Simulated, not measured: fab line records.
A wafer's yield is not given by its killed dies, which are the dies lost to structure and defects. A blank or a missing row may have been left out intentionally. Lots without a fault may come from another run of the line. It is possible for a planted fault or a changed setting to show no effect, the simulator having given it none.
Chamber matching ; flow n5Finfet ; N5_BEOL_M8_STRIP_19 on rieDiel-05: 4 sister chambers
The step strips in O2. 14 wafers are shown with their chamber, then 7 later ones without.

== WAFERS, EACH WITH ITS CHAMBER ==
wafer;chamber;drypumpMotorCurrentA (A);showerheadPlenumPTorr (Torr);throttleValvePct (%)
L074.2;3;6.5;2.16;16.95
L074.3;2;5.5;2.04;16.28
L074.6;2;5.5;2.04;16.27
L075.1;2;5.5;2.04;16.25
L075.3;1;5.1;2.18;17.09
L075.5;1;5.2;2.18;17.05
L076.2;0;5.7;2.17;16.73
L076.3;2;5.5;2.04;16.27
L076.5;3;6.5;2.16;16.97
L078.2;0;5.7;2.17;16.76
L078.4;2;5.5;2.04;16.30
L078.6;2;5.5;2.04;16.28
L085.2;2;5.5;2.03;16.34
L085.3;3;6.5;2.15;17.01

SIGNATURES (averages over the wafers above)
reading;chamber 0;chamber 1;chamber 2;chamber 3;scatter within a chamber
drypumpMotorCurrentA;5.700;5.150;5.500;6.500;0.0224
showerheadPlenumPTorr;2.1700;2.1800;2.0386;2.1567;0.0039
throttleValvePct;16.7450;17.0700;16.2843;16.9767;0.0284
Rule: distance of a wafer from a chamber = root of the sum over the readings of ((wafer's reading minus chamber's mean) / reading's scatter) squared. The wafer belongs to the nearest chamber; if the next one is less than 2 further off, it can't be placed. The scatter is the square root of a quotient: the sum, over the shown wafers, of each reading's squared deviation from its chamber's mean, divided by wafers minus chambers.

== WAFERS WITHOUT THEIR CHAMBER ==
wafer;drypumpMotorCurrentA (A);showerheadPlenumPTorr (Torr);throttleValvePct (%)
L085.5;6.5;2.15;17.01
L093.1;5.5;2.02;16.35
L093.4;5.8;2.16;16.28
L093.5;5.5;2.02;16.36
L097.1;5.7;2.16;16.32
L097.3;5.2;2.16;16.72
L097.5;5.2;2.16;16.72

== WHICH CHAMBER EACH ONE RAN IN ==
wafer;from the rows above;in truth
L085.5;3;3
L093.1;2;2
L093.4;0;0
L093.5;2;2
L097.1;0;0
L097.3;1;1
L097.5;1;1
Correct placement for 7 of the 7. Left unplaced by these rows: 0. 0 placed wrongly.
